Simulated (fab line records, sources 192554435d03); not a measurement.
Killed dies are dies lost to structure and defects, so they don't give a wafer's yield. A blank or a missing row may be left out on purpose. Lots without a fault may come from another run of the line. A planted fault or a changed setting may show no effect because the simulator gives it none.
One fault seen from 2 desks | flow n5_finfet | each desk has only its own numbers; what lay behind them comes last

THE TOOL OWNER'S DESK: pecvd-03
The tool's own readings at N5_BEOL_M11_PECVD_70 (deposits SiO2 from TEOS/O2, target thk 20 nm, time 22.7 s): means of the sampled wafers that have a number, for each lot that ran on this tool. A lot is out of limits, marked OUT, if its mean lies more than 4 standard deviations from the usual mean; the brackets give that distance.
Columns: A = heater_power_w at N5_BEOL_M11_PECVD_70, usual 697 W; B = showerhead_plenum_p_Torr at N5_BEOL_M11_PECVD_70, usual 8.74 Torr; C = throttle_valve_pct at N5_BEOL_M11_PECVD_70, usual 21.4 %
lot  | first seen here | A   | B    | C
L835 | day 11 04:53    | 687 | 8.79 | 21.3
L836 | day 11 12:40    | 647 | 8.76 | 23.4
L839 | day 11 17:00    | 698 | 8.79 | 23.1
L837 | day 11 18:13    | 625 | 8.75 | 21.8
L848 | day 13 16:42    | 681 | 8.77 | 22.1
This desk's finding: nothing out of limits on any of the 5 lots.

THE METROLOGY DESK
What the gauges read, lot by lot, whatever tool the lot ran on: means of the sampled wafers that have a number. A lot is out of limits, marked OUT, if its mean lies more than 4 standard deviations from the usual mean; the brackets give that distance.
Columns: A = trench_depth_nm at N5_BEOL_M11_OCD_MEAS_38, usual 148 nm
lot  | first seen here | A
L835 | day 11 12:20    | 147
L836 | day 11 15:25    | 147
L839 | day 11 20:01    | 149
L837 | day 11 22:43    | 148
L840 | day 12 15:48    | 146
L848 | day 13 23:27    | 147
L849 | day 14 20:33    | 149
L852 | day 15 16:20    | 147
L853 | day 15 23:32    | 146
L856 | day 16 00:55    | 148
L857 | day 17 00:33    | 148
This desk's finding: nothing out of limits on any of the 11 lots.

PUT TOGETHER
The tool owner's desk saw nothing out of limits.
The metrology desk saw nothing out of limits.

WHAT THE SIMULATOR HAD PUT IN
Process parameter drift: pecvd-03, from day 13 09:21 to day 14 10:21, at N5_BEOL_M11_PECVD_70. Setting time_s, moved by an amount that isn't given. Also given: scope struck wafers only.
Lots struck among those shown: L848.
